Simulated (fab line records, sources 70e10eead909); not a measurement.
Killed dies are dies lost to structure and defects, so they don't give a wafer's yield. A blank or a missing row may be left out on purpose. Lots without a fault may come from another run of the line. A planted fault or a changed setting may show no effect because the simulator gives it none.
Which tool did it? | flow nand_harc | 24 lots, 72 wafers sampled, at 6 steps of a route of 1302

WHAT THE GAUGES READ, wafer by wafer
NHARC_P_M1_THK_MEAS_24: measures by xrf. Usual: thk_nm 157.5 nm, standard deviation 1.3.
lot  | measured     | on            | thk_nm (nm)       | flag
L074 | day 6 09:59  | film_metro-01 | 158.9 158.1 157.7 |
L076 | day 7 00:07  | film_metro-01 | 156.8 157.7 157.7 |
L075 | day 7 00:51  | film_metro-01 | 157.5 157.8 156.9 |
L077 | day 7 11:54  | film_metro-01 | 159.8 156.8 158.3 |
L078 | day 8 01:01  | film_metro-02 | 158.2 155.0 154.2 |
L079 | day 8 11:35  | film_metro-01 | 157.5 157.8 157.9 |
L080 | day 8 19:13  | film_metro-02 | 156.4 158.0 154.9 |
L081 | day 9 10:37  | film_metro-01 | 156.9 158.9 156.9 |
L082 | day 9 11:27  | film_metro-02 | 156.4 157.5 157.5 |
L083 | day 10 01:04 | film_metro-02 | 158.6 158.0 158.8 |
L084 | day 10 09:52 | film_metro-02 | 158.2 154.7 158.6 |
L085 | day 10 23:35 | film_metro-01 | 157.9 157.0 156.5 |
L086 | day 11 03:10 | film_metro-01 | 156.8 156.6 159.8 |
L087 | day 11 16:18 | film_metro-02 | 157.1 158.2 156.1 |
L089 | day 12 10:39 | film_metro-01 | 159.5 157.0 156.2 |
L088 | day 12 16:20 | film_metro-01 | 156.3 156.4 155.9 |
L090 | day 12 22:59 | film_metro-02 | 157.4 158.7 156.4 |
L091 | day 13 14:19 | film_metro-01 | 160.5 158.5 157.1 |
L092 | day 14 00:29 | film_metro-01 | 156.7 155.0 159.1 |
L093 | day 14 05:04 | film_metro-01 | 158.4 157.1 158.5 |
L094 | day 14 16:29 | film_metro-02 | 156.4 157.2 156.3 |
L095 | day 14 22:05 | film_metro-02 | 158.1 156.3 157.5 |
L097 | day 15 20:11 | film_metro-01 | 159.3 158.0 160.7 |
L096 | day 16 21:50 | film_metro-01 | 156.6 159.6 159.3 |

NHARC_P_M2_CD_MEAS_09: target cd 170 nm. Usual: cd_nm 169.8 nm, standard deviation 0.57.
lot  | measured     | on        | cd_nm (nm)        | flag
L074 | day 6 11:31  | cd_sem-01 | 170.3 170.7 170.0 |
L076 | day 7 01:32  | cd_sem-02 | 170.0 170.0 169.9 |
L075 | day 7 02:25  | cd_sem-03 | 169.8 170.2 169.5 |
L077 | day 7 13:28  | cd_sem-02 | 169.3 169.2 169.8 |
L078 | day 8 02:26  | cd_sem-02 | 170.5 170.0 170.5 |
L079 | day 8 13:07  | cd_sem-02 | 169.5 169.6 169.5 |
L080 | day 8 20:37  | cd_sem-03 | 170.0 169.3 169.2 |
L081 | day 9 12:02  | cd_sem-01 | 170.5 169.5 170.1 |
L082 | day 9 13:00  | cd_sem-02 | 170.5 170.5 170.0 |
L083 | day 10 02:40 | cd_sem-01 | 169.3 169.8 169.3 |
L084 | day 10 11:34 | cd_sem-01 | 170.7 170.7 170.3 |
L085 | day 11 01:05 | cd_sem-03 | 169.5 169.4 168.8 |
L086 | day 11 04:42 | cd_sem-01 | 170.0 169.7 170.6 |
L087 | day 11 17:50 | cd_sem-03 | 169.8 169.8 170.0 |
L089 | day 12 12:12 | cd_sem-03 | 169.5 169.4 169.8 |
L088 | day 12 18:01 | cd_sem-01 | 169.4 169.5 169.7 |
L090 | day 13 00:31 | cd_sem-03 | 170.9 170.0 169.4 |
L091 | day 13 15:53 | cd_sem-01 | 168.5 169.0 169.3 |
L092 | day 14 02:00 | cd_sem-01 | 170.3 170.2 170.7 |
L093 | day 14 06:36 | cd_sem-01 | 169.1 168.9 168.2 |
L094 | day 14 18:02 | cd_sem-03 | 170.6 170.4 170.2 |
L095 | day 14 23:37 | cd_sem-02 | 170.0 169.2 169.6 |
L097 | day 15 21:37 | cd_sem-03 | 170.5 170.2 169.8 |
L096 | day 16 23:23 | cd_sem-01 | 169.9 169.7 170.2 |

WHICH TOOL RAN EACH LOT (tool, then ch and the chambers of the sampled wafers, then the start)
lot  | NHARC_P_M1_ETCH_28                            | NHARC_P_M1_DEGAS_29          | NHARC_P_M1_PRE_CLEAN_30                 | NHARC_P_M1_DEP_33
L074 | rie_diel-04 ch 0,2,3, day 6 08:35 or earlier  | pvd_sputter-01, day 6 08:35  | pvd_sputter-01, day 6 09:59 or earlier  | pecvd-02 ch 0,1,2, day 6 10:23
L076 | rie_diel-01 ch 1,3, day 6 22:43 or earlier    | pvd_sputter-01, day 6 22:43  | pvd_sputter-01, day 7 00:07 or earlier  | pecvd-02 ch 0,2, day 7 00:25
L075 | rie_diel-01 ch 0,3, day 6 23:28 or earlier    | pvd_sputter-03, day 6 23:28  | pvd_sputter-03, day 7 00:51 or earlier  | pecvd-02 ch 0,1, day 7 01:14
L077 | rie_diel-04 ch 2,3, day 7 10:29 or earlier    | pvd_sputter-02, day 7 10:29  | pvd_sputter-02, day 7 11:54 or earlier  | pecvd-02 ch 0,1,2, day 7 12:12
L078 | rie_diel-01 ch 0,1,3, day 7 23:38 or earlier  | pvd_sputter-01, day 7 23:38  | pvd_sputter-01, day 8 01:01 or earlier  | pecvd-01 ch 0,1, day 8 01:19
L079 | rie_diel-02 ch 0,2, day 8 09:53 or earlier    | pvd_sputter-02, day 8 09:53  | pvd_sputter-02, day 8 11:35 or earlier  | pecvd-03 ch 0,1, day 8 11:53
L080 | rie_diel-02 ch 1,2,3, day 8 17:49 or earlier  | pvd_sputter-02, day 8 17:49  | pvd_sputter-02, day 8 19:13 or earlier  | pecvd-01 ch 0,1,2, day 8 19:31
L081 | rie_diel-01 ch 0,2, day 9 09:14 or earlier    | pvd_sputter-02, day 9 09:14  | pvd_sputter-02, day 9 10:37 or earlier  | pecvd-03 ch 0,1, day 9 10:58
L082 | rie_diel-04 ch 2,3, day 9 10:04 or earlier    | pvd_sputter-03, day 9 10:04  | pvd_sputter-03, day 9 11:27 or earlier  | pecvd-02 ch 0,1,2, day 9 11:48
L083 | rie_diel-01 ch 0,1,2, day 9 23:40 or earlier  | pvd_sputter-01, day 9 23:40  | pvd_sputter-01, day 10 01:04 or earlier | pecvd-01 ch 2, day 10 01:28
L084 | rie_diel-01 ch 0,2,3, day 10 08:29 or earlier | pvd_sputter-03, day 10 08:29 | pvd_sputter-03, day 10 09:52 or earlier | pecvd-03 ch 0,1, day 10 10:10
L085 | rie_diel-01 ch 1,2, day 10 22:10 or earlier   | pvd_sputter-01, day 10 22:10 | pvd_sputter-01, day 10 23:35 or earlier | pecvd-03 ch 0,2, day 10 23:58
L086 | rie_diel-02 ch 1,2,3, day 11 01:46 or earlier | pvd_sputter-03, day 11 01:46 | pvd_sputter-03, day 11 03:10 or earlier | pecvd-03 ch 0,2, day 11 03:28
L087 | rie_diel-02 ch 1,2,3, day 11 14:52 or earlier | pvd_sputter-01, day 11 14:52 | pvd_sputter-01, day 11 16:18 or earlier | pecvd-03 ch 0,1,2, day 11 16:36
L089 | rie_diel-04 ch 0,1,3, day 12 09:16 or earlier | pvd_sputter-01, day 12 09:16 | pvd_sputter-01, day 12 10:39 or earlier | pecvd-03 ch 0,1,2, day 12 10:57
L088 | rie_diel-04 ch 0,1,3, day 12 14:56 or earlier | pvd_sputter-01, day 12 14:56 | pvd_sputter-01, day 12 16:20 or earlier | pecvd-01 ch 0,1,2, day 12 16:46
L090 | rie_diel-02 ch 0,3, day 12 21:32 or earlier   | pvd_sputter-01, day 12 21:32 | pvd_sputter-01, day 12 22:59 or earlier | pecvd-03 ch 0,2, day 12 23:17
L091 | rie_diel-01 ch 0,2,3, day 13 12:55 or earlier | pvd_sputter-03, day 13 12:55 | pvd_sputter-03, day 13 14:19 or earlier | pecvd-01 ch 0,2, day 13 14:39
L092 | rie_diel-04 ch 1,2,3, day 13 23:05 or earlier | pvd_sputter-01, day 13 23:05 | pvd_sputter-01, day 14 00:29 or earlier | pecvd-03 ch 0,2, day 14 00:52
L093 | rie_diel-04 ch 1,2, day 14 03:41 or earlier   | pvd_sputter-03, day 14 03:41 | pvd_sputter-03, day 14 05:04 or earlier | pecvd-03 ch 0,1, day 14 05:22
L094 | rie_diel-01 ch 2,3, day 14 14:39              | pvd_sputter-01, day 14 15:04 | pvd_sputter-01, day 14 16:29 or earlier | pecvd-02 ch 1,2, day 14 16:47
L095 | rie_diel-01 ch 0,2,3, day 14 20:42 or earlier | pvd_sputter-01, day 14 20:42 | pvd_sputter-01, day 14 22:05 or earlier | pecvd-02 ch 0,2, day 14 22:29
L097 | rie_diel-04 ch 1,2,3, day 15 18:45 or earlier | pvd_sputter-01, day 15 18:45 | pvd_sputter-01, day 15 20:11 or earlier | pecvd-02 ch 0,2, day 15 20:32
L096 | rie_diel-02 ch 0,2,3, day 16 20:26 or earlier | pvd_sputter-01, day 16 20:26 | pvd_sputter-01, day 16 21:50 or earlier | pecvd-03 ch 0,1, day 16 22:10
- NHARC_P_M1_ETCH_28: etches the open film in CF4/N2, target depth 30 nm, time 72.99 s.
- NHARC_P_M1_DEGAS_29: time 60 s.
- NHARC_P_M1_PRE_CLEAN_30: time 30 s.
- NHARC_P_M1_DEP_33: deposits SiCN, target thk 30 nm.

WHAT THE TOOLS THEMSELVES READ (means of the sampled wafers that have a number; where no wafer has one, the mark that the record gives instead)
NHARC_P_M1_ETCH_28. Usual: drypump_motor_current_A 6.0 A, standard deviation 0.36; oes_product_au 1.001 a.u., standard deviation 0.0074; rf_vpp_V 314.2 V, standard deviation 1.9; showerhead_plenum_p_Torr 2.63 Torr, standard deviation 0.1; throttle_valve_pct 19.794 %, standard deviation 0.0096.
lot  | tool        | drypump_motor_current_A (A) | oes_product_au (a.u.) | rf_vpp_V (V) | showerhead_plenum_p_Torr (Torr) | throttle_valve_pct (%) | flag
L074 | rie_diel-04 | 5.8                         | 0.992                 | 315.1        | 2.71                            | 19.790                 |
L076 | rie_diel-01 | 6.0                         | 1.002                 | 312.5        | 2.55                            | 19.806                 |
L075 | rie_diel-01 | 6.1                         | 0.991                 | 314.0        | 2.63                            | 19.786                 |
L077 | rie_diel-04 | 6.1                         | 0.996                 | 317.6        | 2.79                            | 19.784                 |
L078 | rie_diel-01 | 6.0                         | 0.999                 | 313.6        | 2.60                            | 19.791                 |
L079 | rie_diel-02 | 5.7                         | 1.010                 | 314.2        | 2.65                            | 19.793                 |
L080 | rie_diel-02 | 5.8                         | 1.002                 | 314.5        | 2.61                            | 19.804                 |
L081 | rie_diel-01 | 5.9                         | 1.013                 | 314.9        | 2.68                            | 19.800                 |
L082 | rie_diel-04 | 6.1                         | 1.001                 | 316.2        | 2.76                            | 19.789                 |
L083 | rie_diel-01 | 6.0                         | 0.993                 | 314.4        | 2.64                            | 19.793                 |
L084 | rie_diel-01 | 6.1                         | 1.001                 | 314.8        | 2.67                            | 19.786                 |
L085 | rie_diel-01 | 6.1                         | 1.003                 | 314.6        | 2.67                            | 19.800                 |
L086 | rie_diel-02 | 5.8                         | 0.997                 | 314.1        | 2.61                            | 19.792                 |
L087 | rie_diel-02 | 5.8                         | 1.005                 | 313.4        | 2.61                            | 19.804                 |
L089 | rie_diel-04 | 6.0                         | 1.003                 | 314.1        | 2.60                            | 19.798                 |
L088 | rie_diel-04 | 5.9                         | 0.999                 | 313.1        | 2.60                            | 19.784                 |
L090 | rie_diel-02 | 5.6                         | 1.002                 | 315.4        | 2.66                            | 19.802                 |
L091 | rie_diel-01 | 6.1                         | 0.996                 | 315.6        | 2.67                            | 19.786                 |
L092 | rie_diel-04 | 6.2                         | 1.004                 | 313.4        | 2.65                            | 19.792                 |
L093 | rie_diel-04 | 6.3                         | 0.997                 | 314.2        | 2.62                            | 19.796                 |
L094 | rie_diel-01 | 6.3                         | 1.001                 | 314.9        | 2.66                            | 19.789                 |
L095 | rie_diel-01 | 6.1                         | 1.008                 | 314.4        | 2.67                            | 19.796                 |
L097 | rie_diel-04 | 6.3                         | 1.005                 | 314.7        | 2.65                            | 19.793                 |
L096 | rie_diel-02 | 5.7                         | 1.001                 | 315.0        | 2.66                            | 19.799                 |

NHARC_P_M1_DEGAS_29. Usual: heater_power_w 340 W, standard deviation 29.
lot  | tool           | heater_power_w (W) | flag
L074 | pvd_sputter-01 | 314                |
L076 | pvd_sputter-01 | 353                |
L075 | pvd_sputter-03 | 350                |
L077 | pvd_sputter-02 | 335                |
L078 | pvd_sputter-01 | 343                |
L079 | pvd_sputter-02 | 319                |
L080 | pvd_sputter-02 | 318                |
L081 | pvd_sputter-02 | 319                |
L082 | pvd_sputter-03 | 337                |
L083 | pvd_sputter-01 | 329                |
L084 | pvd_sputter-03 | 359                |
L085 | pvd_sputter-01 | 326                |
L086 | pvd_sputter-03 | 359                |
L087 | pvd_sputter-01 | 357                |
L089 | pvd_sputter-01 | 339                |
L088 | pvd_sputter-01 | 336                |
L090 | pvd_sputter-01 | 377                |
L091 | pvd_sputter-03 | 355                |
L092 | pvd_sputter-01 | 348                |
L093 | pvd_sputter-03 | 359                |
L094 | pvd_sputter-01 | 346                |
L095 | pvd_sputter-01 | 340                |
L097 | pvd_sputter-01 | 322                |
L096 | pvd_sputter-01 | 367                |

NHARC_P_M1_PRE_CLEAN_30. Usual: heater_power_w 416 W, standard deviation 36.
lot  | tool           | heater_power_w (W) | flag
L074 | pvd_sputter-01 | 431                |
L076 | pvd_sputter-01 | 417                |
L075 | pvd_sputter-03 | 446                |
L077 | pvd_sputter-02 | 418                |
L078 | pvd_sputter-01 | 433                |
L079 | pvd_sputter-02 | 417                |
L080 | pvd_sputter-02 | 418                |
L081 | pvd_sputter-02 | 389                |
L082 | pvd_sputter-03 | 448                |
L083 | pvd_sputter-01 | 411                |
L084 | pvd_sputter-03 | 416                |
L085 | pvd_sputter-01 | 424                |
L086 | pvd_sputter-03 | 389                |
L087 | pvd_sputter-01 | 415                |
L089 | pvd_sputter-01 | 447                |
L088 | pvd_sputter-01 | 433                |
L090 | pvd_sputter-01 | 399                |
L091 | pvd_sputter-03 | 444                |
L092 | pvd_sputter-01 | 405                |
L093 | pvd_sputter-03 | 415                |
L094 | pvd_sputter-01 | 432                |
L095 | pvd_sputter-01 | 450                |
L097 | pvd_sputter-01 | 419                |
L096 | pvd_sputter-01 | 461                |

NHARC_P_M1_DEP_33. Usual: heater_power_w 600 W, standard deviation 94.
lot  | tool     | heater_power_w (W) | flag
L074 | pecvd-02 | 588                |
L076 | pecvd-02 | 659                |
L075 | pecvd-02 | 721                |
L077 | pecvd-02 | 583                |
L078 | pecvd-01 | 559                |
L079 | pecvd-03 | 557                |
L080 | pecvd-01 | 585                |
L081 | pecvd-03 | 544                |
L082 | pecvd-02 | 619                |
L083 | pecvd-01 | 630                |
L084 | pecvd-03 | 518                |
L085 | pecvd-03 | 590                |
L086 | pecvd-03 | 627                |
L087 | pecvd-03 | 614                |
L089 | pecvd-03 | 601                |
L088 | pecvd-01 | 555                |
L090 | pecvd-03 | 645                |
L091 | pecvd-01 | 533                |
L092 | pecvd-03 | 661                |
L093 | pecvd-03 | 609                |
L094 | pecvd-02 | 586                |
L095 | pecvd-02 | 633                |
L097 | pecvd-02 | 490                |
L096 | pecvd-03 | 545                |

THE ANSWER, worked out from the rows above alone
Rule: a lot is off if the mean of its wafers that have a number lies more than 3 standard deviations from the usual mean. A lot without any number at a reading at which 4 lots or more have one is off too. The other lots that the step has rows for count as sound. The gauges are gone through in route order, then the tools' own readings, and for those a lot's mean is taken as printed above. The first step at which some lot is off is used, and at that step the reading that is off furthest; a lot without a number counts as furthest.
No lot is off at any reading shown: from this, nothing can be told.

WHAT THE SIMULATOR HAD PUT IN
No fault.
